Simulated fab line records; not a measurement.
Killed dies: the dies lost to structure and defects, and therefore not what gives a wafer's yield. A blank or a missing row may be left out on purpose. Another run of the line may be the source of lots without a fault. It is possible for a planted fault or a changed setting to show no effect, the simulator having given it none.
Which tool was responsible? + flow nandHarc + 24 lots with 72 wafers sampled at 6 steps, on a route of 1159 steps

== WHAT THE GAUGES SHOWED, per wafer ==
NHARC_P_CONTACT_CD_MEAS_19.
| lot  | measured     | on       | cdNm (nm)      |
|------|--------------|----------|----------------|
| L075 | day 5 23:53  | cdSem-01 | 90.7 90.5 90.5 |
| L074 | day 6 00:30  | cdSem-01 | 90.2 90.1 90.4 |
| L076 | day 6 06:28  | cdSem-01 | 90.2 88.2 89.7 |
| L077 | day 6 06:59  | cdSem-01 | 89.7 88.9 89.9 |
| L078 | day 6 13:15  | cdSem-01 | 90.8 91.0 90.9 |
| L079 | day 6 13:48  | cdSem-02 | 91.1 88.5 89.8 |
| L080 | day 7 04:29  | cdSem-02 | 88.9 90.2 89.5 |
| L081 | day 7 08:13  | cdSem-01 | 89.4 88.7 87.8 |
| L082 | day 7 09:10  | cdSem-03 | 90.2 91.4 90.3 |
| L083 | day 7 22:54  | cdSem-03 | 88.7 88.4 88.4 |
| L084 | day 7 23:32  | cdSem-01 | 89.7 89.9 88.9 |
| L088 | day 8 20:31  | cdSem-03 | 91.0 90.1 89.5 |
| L085 | day 8 20:47  | cdSem-03 | 90.0 86.3 88.6 |
| L087 | day 8 21:43  | cdSem-03 | 90.5 88.5 89.5 |
| L086 | day 9 02:58  | cdSem-03 | 88.2 90.8 89.5 |
| L089 | day 9 11:26  | cdSem-03 | 90.5 90.1 90.0 |
| L090 | day 9 18:52  | cdSem-01 | 89.5 87.5 89.6 |
| L091 | day 10 03:45 | cdSem-01 | 90.0 89.8 88.8 |
| L093 | day 10 04:20 | cdSem-01 | 88.3 87.8 88.8 |
| L092 | day 10 05:22 | cdSem-01 | 89.6 89.9 90.2 |
| L094 | day 10 14:54 | cdSem-01 | 89.8 90.9 88.1 |
| L095 | day 10 21:38 | cdSem-01 | 89.6 89.5 89.9 |
| L096 | day 10 22:11 | cdSem-03 | 88.7 89.6 88.2 |
| L097 | day 11 04:23 | cdSem-02 | 87.7 87.5 87.9 |

NHARC_P_M0_THK_MEAS_24: measures by xrf.
| lot  | measured     | on           | thkNm (nm)        |
|------|--------------|--------------|-------------------|
| L075 | day 6 09:44  | filmMetro-01 | 116.8 117.2 120.2 |
| L074 | day 6 14:13  | filmMetro-01 | 117.7 113.5 118.8 |
| L076 | day 6 14:44  | filmMetro-01 | 116.9 117.0 114.8 |
| L077 | day 6 15:48  | filmMetro-01 | 115.4 115.1 115.4 |
| L078 | day 6 20:40  | filmMetro-01 | 117.6 115.1 118.3 |
| L079 | day 6 21:08  | filmMetro-01 | 120.2 116.2 118.1 |
| L080 | day 7 10:08  | filmMetro-01 | 119.1 116.5 117.7 |
| L081 | day 7 17:13  | filmMetro-02 | 119.0 115.0 117.2 |
| L082 | day 7 19:06  | filmMetro-02 | 118.9 117.6 117.8 |
| L083 | day 8 12:56  | filmMetro-01 | 119.4 117.6 119.6 |
| L084 | day 8 13:27  | filmMetro-02 | 117.2 119.7 119.2 |
| L088 | day 9 05:55  | filmMetro-01 | 117.5 115.5 117.4 |
| L085 | day 9 06:33  | filmMetro-01 | 120.1 118.0 117.8 |
| L087 | day 9 06:52  | filmMetro-02 | 118.1 117.9 117.9 |
| L086 | day 9 08:45  | filmMetro-02 | 118.5 117.0 116.0 |
| L089 | day 9 17:35  | filmMetro-02 | 119.1 119.5 117.3 |
| L090 | day 10 08:57 | filmMetro-01 | 118.6 119.8 119.0 |
| L091 | day 10 19:15 | filmMetro-01 | 117.2 119.8 117.8 |
| L093 | day 10 20:12 | filmMetro-01 | 117.3 117.8 118.6 |
| L092 | day 10 20:26 | filmMetro-01 | 120.8 117.7 118.5 |
| L094 | day 10 20:46 | filmMetro-02 | 119.1 120.0 116.8 |
| L095 | day 11 03:19 | filmMetro-02 | 117.4 117.4 118.5 |
| L096 | day 11 04:04 | filmMetro-01 | 118.2 117.8 117.1 |
| L097 | day 11 10:32 | filmMetro-02 | 114.2 116.1 114.8 |

== WHICH TOOL RAN EACH LOT (tool, then ch and the chambers of the sampled wafers, then the start) ==
| lot  | NHARC_P_GATE_STRIP_113              | NHARC_P_CONTACT_DEP_00                     | NHARC_P_M0_ETCH_34                | NHARC_P_M0_PVD_20                      |
|------|-------------------------------------|--------------------------------------------|-----------------------------------|----------------------------------------|
| L075 | plasmaAsher-02 ch 0,1, day 5 18:29  | pecvd-01 ch 0,1,2, day 5 23:53 or earlier  | rieDiel-06 ch 1,2, day 6 07:29    | pvdSputter-02, day 6 09:44 or earlier  |
| L074 | plasmaAsher-01 ch 0,1, day 5 19:03  | pecvd-04 ch 1,2, day 5 22:04               | rieDiel-10 ch 0,1,2, day 6 11:52  | pvdSputter-02, day 6 14:13 or earlier  |
| L076 | plasmaAsher-01 ch 0, day 6 01:02    | pecvd-01 ch 0,1,2, day 6 06:28 or earlier  | rieDiel-10 ch 1,2,3, day 6 12:30  | pvdSputter-01, day 6 14:44 or earlier  |
| L077 | plasmaAsher-02 ch 0,1, day 6 01:31  | pecvd-03 ch 0,2, day 6 06:59 or earlier    | rieDiel-10 ch 0,1,2, day 6 13:34  | pvdSputter-03, day 6 15:48 or earlier  |
| L078 | plasmaAsher-02 ch 0,1, day 6 08:13  | pecvd-04 ch 0,1, day 6 13:15 or earlier    | rieDiel-08 ch 0,1,3, day 6 17:52  | pvdSputter-02, day 6 20:40 or earlier  |
| L079 | plasmaAsher-01 ch 0, day 6 08:41    | pecvd-03 ch 0,2, day 6 13:48 or earlier    | rieDiel-08 ch 0,1,3, day 6 18:33  | pvdSputter-01, day 6 21:08 or earlier  |
| L080 | plasmaAsher-02 ch 0,1, day 6 23:28  | pecvd-04 ch 0,2, day 7 04:29 or earlier    | rieDiel-06 ch 0,1,2, day 7 07:54  | pvdSputter-02, day 7 10:08 or earlier  |
| L081 | plasmaAsher-02 ch 1, day 7 03:07    | pecvd-03 ch 1,2, day 7 08:13 or earlier    | rieDiel-10 ch 1,2, day 7 14:58    | pvdSputter-01, day 7 17:13 or earlier  |
| L082 | plasmaAsher-01 ch 1, day 7 04:01    | pecvd-04 ch 0,1,2, day 7 09:10 or earlier  | rieDiel-10 ch 2,3, day 7 16:50    | pvdSputter-02, day 7 19:06 or earlier  |
| L083 | plasmaAsher-02 ch 0,1, day 7 17:29  | pecvd-03 ch 0,1, day 7 22:54 or earlier    | rieDiel-08 ch 0,2,3, day 8 10:41  | pvdSputter-03, day 8 12:56 or earlier  |
| L084 | plasmaAsher-01 ch 0,1, day 7 18:13  | pecvd-03 ch 0,1,2, day 7 23:32 or earlier  | rieDiel-08 ch 0,1,3, day 8 11:13  | pvdSputter-01, day 8 13:27 or earlier  |
| L088 | plasmaAsher-02 ch 0,1, day 8 14:58  | pecvd-01 ch 0,1,2, day 8 20:31 or earlier  | rieDiel-10 ch 0,1,3, day 9 03:38  | pvdSputter-02, day 9 05:55 or earlier  |
| L085 | plasmaAsher-01 ch 1, day 8 15:35    | pecvd-04 ch 1,2, day 8 20:47 or earlier    | rieDiel-10 ch 0,2,3, day 9 04:12  | pvdSputter-03, day 9 06:33 or earlier  |
| L087 | plasmaAsher-01 ch 0,1, day 8 16:29  | pecvd-01 ch 0,2, day 8 21:43 or earlier    | rieDiel-08 ch 1,2,3, day 9 04:28  | pvdSputter-02, day 9 06:52 or earlier  |
| L086 | plasmaAsher-01 ch 0,1, day 8 21:23  | pecvd-04 ch 0,2, day 9 02:58 or earlier    | rieDiel-08 ch 0,2,3, day 9 06:31  | pvdSputter-03, day 9 08:45 or earlier  |
| L089 | plasmaAsher-02 ch 0,1, day 9 05:57  | pecvd-03 ch 1,2, day 9 08:57               | rieDiel-06 ch 0,1, day 9 15:19    | pvdSputter-01, day 9 17:35 or earlier  |
| L090 | plasmaAsher-01 ch 0,1, day 9 12:32  | pecvd-04 ch 0,2, day 9 16:29               | rieDiel-08 ch 0,1,2, day 10 06:43 | pvdSputter-03, day 10 08:57 or earlier |
| L091 | plasmaAsher-01 ch 0,1, day 9 22:43  | pecvd-01 ch 0,1,2, day 10 03:45 or earlier | rieDiel-06 ch 0,1, day 10 16:56   | pvdSputter-03, day 10 19:15 or earlier |
| L093 | plasmaAsher-02 ch 0, day 9 23:02    | pecvd-03 ch 0,1, day 10 04:20 or earlier   | rieDiel-08 ch 2,3, day 10 17:35   | pvdSputter-02, day 10 20:12 or earlier |
| L092 | plasmaAsher-02 ch 0,1, day 10 00:11 | pecvd-01 ch 0,1,2, day 10 05:22 or earlier | rieDiel-06 ch 1,2, day 10 18:08   | pvdSputter-01, day 10 20:26 or earlier |
| L094 | plasmaAsher-02 ch 0,1, day 10 09:40 | pecvd-03 ch 0,1,2, day 10 14:54 or earlier | rieDiel-08 ch 1,2,3, day 10 18:31 | pvdSputter-03, day 10 20:46 or earlier |
| L095 | plasmaAsher-02 ch 0,1, day 10 16:23 | pecvd-01 ch 0,1,2, day 10 21:38 or earlier | rieDiel-06 ch 0,1,2, day 11 01:02 | pvdSputter-01, day 11 03:19 or earlier |
| L096 | plasmaAsher-01 ch 0,1, day 10 16:43 | pecvd-04 ch 0,1,2, day 10 22:11 or earlier | rieDiel-10 ch 0,2,3, day 11 01:46 | pvdSputter-01, day 11 04:04 or earlier |
| L097 | plasmaAsher-02 ch 1, day 10 22:42   | pecvd-01 ch 0,1, day 11 04:23 or earlier   | rieDiel-08 ch 0,3, day 11 08:16   | pvdSputter-03, day 11 10:32 or earlier |
- NHARC_P_GATE_STRIP_113: strips in N2/H2, time 740 s.
- NHARC_P_CONTACT_DEP_00: deposits SiO2, target thk 500 nm.
- NHARC_P_M0_ETCH_34: etches the open film in N2/H2, target depth 40 nm, overetch 12 nm, time 43.94 s.
- NHARC_P_M0_PVD_20: deposits TaN, target thk 5 nm, time 8.06 s.

== AS READ BY THE TOOLS THEMSELVES (means over the sampled wafers that have a number; for cases with no such wafer, the mark the record gives instead) ==
NHARC_P_GATE_STRIP_113.
| lot  | tool           | drypumpMotorCurrentA (A) | heaterPowerW (W) |
|------|----------------|--------------------------|------------------|
| L075 | plasmaAsher-02 | 6.2                      | 87               |
| L074 | plasmaAsher-01 | 5.4                      | 97               |
| L076 | plasmaAsher-01 | 5.6                      | 88               |
| L077 | plasmaAsher-02 | 6.1                      | 85               |
| L078 | plasmaAsher-02 | 6.2                      | 85               |
| L079 | plasmaAsher-01 | 5.6                      | 87               |
| L080 | plasmaAsher-02 | 6.1                      | 84               |
| L081 | plasmaAsher-02 | 6.2                      | 89               |
| L082 | plasmaAsher-01 | 5.0                      | 115              |
| L083 | plasmaAsher-02 | 6.2                      | 86               |
| L084 | plasmaAsher-01 | 5.5                      | 98               |
| L088 | plasmaAsher-02 | 6.1                      | 85               |
| L085 | plasmaAsher-01 | 5.0                      | 113              |
| L087 | plasmaAsher-01 | 5.4                      | 96               |
| L086 | plasmaAsher-01 | 5.2                      | 107              |
| L089 | plasmaAsher-02 | 6.2                      | 88               |
| L090 | plasmaAsher-01 | 5.2                      | 104              |
| L091 | plasmaAsher-01 | 5.5                      | 97               |
| L093 | plasmaAsher-02 | 6.1                      | 84               |
| L092 | plasmaAsher-02 | 6.1                      | 86               |
| L094 | plasmaAsher-02 | 6.1                      | 86               |
| L095 | plasmaAsher-02 | 6.2                      | 87               |
| L096 | plasmaAsher-01 | 5.2                      | 106              |
| L097 | plasmaAsher-02 | 6.2                      | 90               |

NHARC_P_CONTACT_DEP_00.
| lot  | tool     | heaterPowerW (W) | throttleValvePct (%) |
|------|----------|------------------|----------------------|
| L075 | pecvd-01 | 486              | 16.1                 |
| L074 | pecvd-04 | 615              | 16.6                 |
| L076 | pecvd-01 | 527              | 16.3                 |
| L077 | pecvd-03 | 581              | 16.4                 |
| L078 | pecvd-04 | 529              | 16.6                 |
| L079 | pecvd-03 | 572              | 16.1                 |
| L080 | pecvd-04 | 463              | 16.6                 |
| L081 | pecvd-03 | 496              | 16.0                 |
| L082 | pecvd-04 | 570              | 16.6                 |
| L083 | pecvd-03 | 468              | 16.3                 |
| L084 | pecvd-03 | 513              | 16.2                 |
| L088 | pecvd-01 | 451              | 16.3                 |
| L085 | pecvd-04 | 616              | 16.6                 |
| L087 | pecvd-01 | 461              | 16.2                 |
| L086 | pecvd-04 | 554              | 16.8                 |
| L089 | pecvd-03 | 458              | 16.1                 |
| L090 | pecvd-04 | 673              | 15.7                 |
| L091 | pecvd-01 | 534              | 16.3                 |
| L093 | pecvd-03 | 464              | 16.6                 |
| L092 | pecvd-01 | 489              | 16.2                 |
| L094 | pecvd-03 | 478              | 16.4                 |
| L095 | pecvd-01 | 504              | 16.4                 |
| L096 | pecvd-04 | 573              | 15.9                 |
| L097 | pecvd-01 | 529              | 16.1                 |

NHARC_P_M0_ETCH_34.
| lot  | tool       | drypumpMotorCurrentA (A) | oesProductAu (a.u.) | rfVppV (V) | showerheadPlenumPTorr (Torr) | throttleValvePct (%) |
|------|------------|--------------------------|---------------------|------------|------------------------------|----------------------|
| L075 | rieDiel-06 | 5.1                      | 1.009               | 430.1      | 2.04                         | 14.172               |
| L074 | rieDiel-10 | 5.3                      | 0.990               | 430.6      | 2.04                         | 14.167               |
| L076 | rieDiel-10 | 5.7                      | 1.005               | 429.5      | 2.02                         | 14.174               |
| L077 | rieDiel-10 | 5.3                      | 0.997               | 430.7      | 2.04                         | 14.160               |
| L078 | rieDiel-08 | 5.5                      | 1.004               | 432.1      | 2.06                         | 14.171               |
| L079 | rieDiel-08 | 5.5                      | 0.995               | 431.4      | 2.06                         | 14.170               |
| L080 | rieDiel-06 | 5.7                      | 1.003               | 430.1      | 2.05                         | 14.171               |
| L081 | rieDiel-10 | 5.1                      | 0.990               | 430.9      | 2.04                         | 14.168               |
| L082 | rieDiel-10 | 5.7                      | 0.993               | 428.9      | 2.00                         | 14.171               |
| L083 | rieDiel-08 | 5.7                      | 0.997               | 430.1      | 2.00                         | 14.172               |
| L084 | rieDiel-08 | 5.5                      | 1.002               | 431.7      | 2.06                         | 14.172               |
| L088 | rieDiel-10 | 5.9                      | 1.006               | 430.9      | 2.02                         | 14.177               |
| L085 | rieDiel-10 | 5.8                      | 0.998               | 429.9      | 2.00                         | 14.176               |
| L087 | rieDiel-08 | 5.7                      | 1.006               | 432.0      | 2.07                         | 14.185               |
| L086 | rieDiel-08 | 5.7                      | 0.998               | 429.5      | 2.00                         | 14.171               |
| L089 | rieDiel-06 | 5.8                      | 1.004               | 433.1      | 2.10                         | 14.169               |
| L090 | rieDiel-08 | 5.9                      | 0.994               | 431.9      | 2.06                         | 14.173               |
| L091 | rieDiel-06 | 5.8                      | 0.997               | 431.9      | 2.10                         | 14.170               |
| L093 | rieDiel-08 | 5.9                      | 0.997               | 429.6      | 2.01                         | 14.170               |
| L092 | rieDiel-06 | 5.4                      | 1.006               | 429.0      | 2.00                         | 14.184               |
| L094 | rieDiel-08 | 5.8                      | 0.995               | 430.9      | 2.07                         | 14.163               |
| L095 | rieDiel-06 | 5.6                      | 1.006               | 431.2      | 2.05                         | 14.172               |
| L096 | rieDiel-10 | 5.8                      | 0.995               | 429.4      | 2.00                         | 14.176               |
| L097 | rieDiel-08 | 5.3                      | 1.001               | 429.9      | 2.00                         | 14.175               |

NHARC_P_M0_PVD_20.
| lot  | tool          | throttleValvePct (%) |
|------|---------------|----------------------|
| L075 | pvdSputter-02 | 29.4                 |
| L074 | pvdSputter-02 | 29.5                 |
| L076 | pvdSputter-01 | 31.0                 |
| L077 | pvdSputter-03 | 29.9                 |
| L078 | pvdSputter-02 | 29.4                 |
| L079 | pvdSputter-01 | 30.5                 |
| L080 | pvdSputter-02 | 29.3                 |
| L081 | pvdSputter-01 | 31.0                 |
| L082 | pvdSputter-02 | 29.4                 |
| L083 | pvdSputter-03 | 29.9                 |
| L084 | pvdSputter-01 | 30.6                 |
| L088 | pvdSputter-02 | 29.2                 |
| L085 | pvdSputter-03 | 29.8                 |
| L087 | pvdSputter-02 | 29.4                 |
| L086 | pvdSputter-03 | 29.8                 |
| L089 | pvdSputter-01 | 31.6                 |
| L090 | pvdSputter-03 | 29.9                 |
| L091 | pvdSputter-03 | 28.4                 |
| L093 | pvdSputter-02 | 29.6                 |
| L092 | pvdSputter-01 | 31.6                 |
| L094 | pvdSputter-03 | 28.9                 |
| L095 | pvdSputter-01 | 30.7                 |
| L096 | pvdSputter-01 | 30.5                 |
| L097 | pvdSputter-03 | 29.9                 |

== THE ANSWER, worked out from the rows above alone ==
Rule: the lots themselves supply what counts as usual. Put in order of their means at a reading, lots are off if they are a third of the lots or fewer, leave a main group of 4 or more, and stand apart from it by a gap of 3 or more times the standard deviation of the main group's means; of several such gaps the widest counts. A main group whose means are all the same, to the digits that the tables above print for the reading, isn't used. Also off: a lot with no number at a reading for which 4 or more lots have one. Where the step has rows for the other lots, those lots are counted as sound. Order of review: gauges by route order, followed by the tools' own readings, for which a lot's mean as printed above is used. At the first step where some lot is off, the reading lying furthest off is the one used; lots without a number count as furthest.
No lot is off on any of the readings shown, so nothing can be concluded from this.

== WHAT THE SIMULATOR HAD PUT IN ==
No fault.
